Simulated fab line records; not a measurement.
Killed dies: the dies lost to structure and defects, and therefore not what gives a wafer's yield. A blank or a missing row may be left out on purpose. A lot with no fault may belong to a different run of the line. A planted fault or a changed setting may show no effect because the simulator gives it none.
Chamber matching ; flow n5_finfet ; N5_BEOL_M0_SAQP_PECVD_00 on pecvd-01: 3 sister chambers
The step deposits SiCN from 3MS/NH3, target thk 8 nm, time 14 s. 3 wafers are shown with their chamber, then 11 later ones without.

== WAFERS PAIRED WITH THEIR CHAMBERS ==
wafer;chamber;throttle_valve_pct (%)
L083.5;1;8.3
L088.5;0;9.5
L089.1;2;8.7

== WAFERS WHOSE CHAMBER IS MISSING ==
wafer;throttle_valve_pct (%)
L089.2;8.5
L089.5;9.0
L091.1;9.6
L091.2;8.5
L091.5;8.5
L090.1;8.4
L090.3;9.5
L090.4;8.4
L093.1;9.4
L093.4;9.6
L093.5;9.3

== THE CHAMBER EACH PASSED THROUGH ==
wafer;from the rows above;in truth
L089.2;can't be placed: 1 or 2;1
L089.5;can't be placed: 2 or 0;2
L091.1;0;0
L091.2;can't be placed: 1 or 2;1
L091.5;can't be placed: 1 or 2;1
L090.1;can't be placed: 1 or 2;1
L090.3;0;0
L090.4;can't be placed: 1 or 2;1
L093.1;0;0
L093.4;0;0
L093.5;0;0
Placed correctly: 5 of 11. From these rows, 6 cannot be placed; in 6 the true chamber is one of the candidates. Wrongly placed: 0.
How it was worked out, from the rows above alone: a wafer's distance from a chamber is the root of the sum, over the readings, of the square of ((its reading less the chamber's mean) divided by the reading's scatter). If the next closest chamber is less than 2 further off than the closest, the wafer can't be placed; otherwise it belongs to the closest. Each chamber's mean is taken over the wafers shown for it. The scatter (one wafer shown for each chamber): square how far every hidden wafer sits from the nearest shown wafer, average those squares and take the square root.
